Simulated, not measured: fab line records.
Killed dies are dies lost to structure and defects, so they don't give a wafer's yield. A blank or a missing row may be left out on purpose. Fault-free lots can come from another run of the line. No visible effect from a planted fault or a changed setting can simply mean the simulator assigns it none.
A lot that was struck, set against a sound lot    flow n5Finfet    38 steps out of a route of 1938
Sound: these wafers, L385.1, L385.5, L385.6. Wafers L395.1, L395.2, L395.3 were the ones struck. At the end, the cause is stated.
At each step with rows: each side's tool, then ch and its chambers, then its first start. Under that, the readings that differ: sound wafers    struck wafers    difference of the means    sigmas: that difference in standard deviations of wafers without a fault.
alike: words and numbers the same on both sides, and readings whose means are apart by under 2 such deviations; not compared: readings that were withheld, readings missing a value for some wafer, numbers with overlapping values and no deviation given by the record, and bounds like >300 which may hide the same value.
Wherever a step has rows on one side only, a row that says differs or no value, or a row with sigmas, the two part there. Numbers that don't overlap but have no deviation are shown without sigmas and don't part them. Lack of a reading on every wafer of one side parts them only where that side has two or more wafers.

first, 9 steps without rows for these wafers: N5_BEOL_M5_COAT_66 (time 60 s, resist thk 12 nm); N5_BEOL_M5_COAT_74 (time 60 s, resist thk 5 nm); N5_BEOL_M5_COAT_22 (resist thk 30 nm); N5_BEOL_M5_EBR_24; N5_BEOL_M5_SOFTBAKE_23 (time 60 s); N5_BEOL_M5_EXPOSE_25 (exposes mask V4, defocus 10 nm); N5_BEOL_M5_PEB_26 (peb time 60 s); N5_BEOL_M5_DEVELOP_27 (develop time 30 s); N5_BEOL_M5_DESCUM_33 (chemistry O2, time 7 s).
N5_BEOL_M5_ETCH_75: etches underlayer in N2/H2, target depth 6.5 nm, time 5.2 s.
  sound on rieDiel-04 ch 0,2,3, day 9 21:07; struck on rieDiel-04 ch 1,2,3, day 12 02:21
  alike: drypumpMotorCurrentA, etchRfOnTimeS, oesProductAu, rfVppV, showerheadPlenumPTorr, throttleValvePct
  not compared: rfHoursCounterH
then, 27 steps without rows for these wafers: N5_BEOL_M5_ETCH_67 (etches SiARC in CF4, target depth 15.6 nm, time 26 s); N5_BEOL_M5_ETCH_68 (etches SOC in N2/H2, target depth 80 nm, overetch 16 nm, time 120 s); N5_BEOL_M5_STRIP_69 (strips in N2/H2); N5_BEOL_M5_STRIP_76 (strips in N2/H2); N5_BEOL_M5_VIA_ETCH_34 (etches SiCOH lowk in C4F6/O2, target depth 88.3 nm, time 39.2 s); N5_BEOL_M5_STRIP_85 (strips in C4F6/O2); N5_BEOL_M5_STRIP_36 (strips in N2/H2); N5_BEOL_M5_TRENCH_ETCH_37 (etches SiCOH lowk in C4F6/O2, target depth 71.652 nm, time 24.7 s); N5_BEOL_M5_ETCH_41 (etches SiCN in CH3F/O2, target depth 31.5 nm, time 56.7 s); N5_BEOL_M5_STRIP_91 (strips in N2/H2, time 10 s); N5_BEOL_M5_HM_STRIP_39 (strips TiN in peroxide tin strip, target depth 25 nm, time 158 s); N5_BEOL_M5_SRD_40 (time 30 s); N5_BEOL_M5_PRECLEAN_42 (cleans in residue remover, time 60 s); N5_BEOL_M5_SRD_43 (time 30 s); N5_BEOL_M5_CURE_80 (cures SiCOH lowk, time 120 s); N5_BEOL_M5_DEGAS_44 (time 60 s); N5_BEOL_M5_PRE_CLEAN_45 (time 30 s); N5_BEOL_M5_ALD_86 (deposits TaN, pulse time 2 s, purge time 3 s, co reactant purge time 2 s); N5_BEOL_M5_SURFACE_TREAT_87; N5_BEOL_M5_CVD_47 (deposits Co from CCTBA/H2, target thk 3 nm, time 216 s); N5_BEOL_M5_SPUTTER_48 (material Cu, target thk 15 nm, time 27.62 s); N5_BEOL_M5_ANNEAL_49 (time 1800 s); N5_BEOL_M5_SPUTTER_81 (material Cu, target thk 15 nm, time 27.62 s); N5_BEOL_M5_ANNEAL_82 (time 1800 s); N5_BEOL_M5_SPUTTER_83 (material Cu, target thk 15 nm, time 27.62 s); N5_BEOL_M5_ANNEAL_84 (time 1800 s); N5_BEOL_M5_SPUTTER_88 (material Cu, target thk 15 nm, time 27.62 s).
-- here the record skips 4 days between the struck wafers' starts before and after, leaving off in module BEOL_M5 and picking up in module PASSIVATION (first step shown: number 1936 of the route) --
N5_PASSIVATION_PROBE_49:
  record: rows for the struck wafers here (prober-01, day 16 08:20), none for the sound ones

WHERE THEY PART
Within this record, at N5_PASSIVATION_PROBE_49 only.

WHY: what had been put in by the simulator
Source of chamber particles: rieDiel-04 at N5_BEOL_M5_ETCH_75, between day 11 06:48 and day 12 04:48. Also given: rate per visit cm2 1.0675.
